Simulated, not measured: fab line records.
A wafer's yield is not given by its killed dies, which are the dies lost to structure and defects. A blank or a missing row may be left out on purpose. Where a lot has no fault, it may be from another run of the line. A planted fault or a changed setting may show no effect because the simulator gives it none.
Matching of chambers | flow nandHarc | NHARC_A_BONDPAD_CMP_19 on cmp-03: 4 sister chambers
The step polishes, t overpolish 30 s, cu recess touch 16 s, target thk 169.82 nm. 14 wafers are shown with their chamber, then 7 later ones without.

WAFERS, EACH WITH ITS CHAMBER
wafer  | chamber | motorCurrentA (A) | overpolishRunS (s)
L074.4 | 1       | 14.4              | 30.012
L074.5 | 2       | 11.6              | 29.998
L074.6 | 1       | 13.8              | 29.996
L076.2 | 1       | 13.3              | 30.015
L076.4 | 2       | 11.4              | 30.013
L076.6 | 0       | 10.0              | 30.025
L077.1 | 0       | 10.2              | 29.991
L077.4 | 1       | 14.0              | 29.999
L077.6 | 1       | 14.6              | 30.017
L078.2 | 1       | 14.2              | 29.999
L078.3 | 3       | 11.4              | 29.998
L078.4 | 0       | 10.9              | 30.002
L080.2 | 3       | 11.7              | 30.007
L080.5 | 3       | 11.1              | 30.004

SIGNATURES (means of the wafers above)
reading        | chamber 0 | chamber 1 | chamber 2 | chamber 3 | scatter within a chamber
motorCurrentA  | 10.367    | 14.050    | 11.500    | 11.400    | 0.415
overpolishRunS | 30.00600  | 30.00633  | 30.00550  | 30.00300  | 0.0109
Rule: for each reading, subtract the chamber's mean from the wafer's reading, divide by that reading's scatter and square the result; add these up over the readings and take the root, which gives the wafer's distance from the chamber. The wafer belongs to the nearest chamber; if the next one is less than 2 further off, it can't be placed. The scatter: the root of (the sum of the squares of (reading less its chamber's mean) over the shown wafers, divided by (wafers less chambers)).

WAFERS MISSING THEIR CHAMBER
wafer  | motorCurrentA (A) | overpolishRunS (s)
L080.6 | 11.9              | 29.999
L083.2 | 12.1              | 29.980
L083.3 | 13.7              | 29.994
L083.4 | 11.2              | 29.999
L094.1 | 11.9              | 29.991
L094.4 | 10.8              | 30.002
L094.5 | 13.4              | 30.004

CHAMBER TAKEN BY EACH
wafer  | from the rows above          | in truth
L080.6 | can't be placed: 2 or 3      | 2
L083.2 | can't be placed: 3 or 2      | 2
L083.3 | 1                            | 1
L083.4 | can't be placed: 3 or 2 or 0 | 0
L094.1 | can't be placed: 3 or 2      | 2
L094.4 | can't be placed: 0 or 3 or 2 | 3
L094.5 | 1                            | 1
2 of 7 placed correctly. Not placeable from these rows: 5 (in 5, the candidates include the true chamber). Wrongly placed: 0.
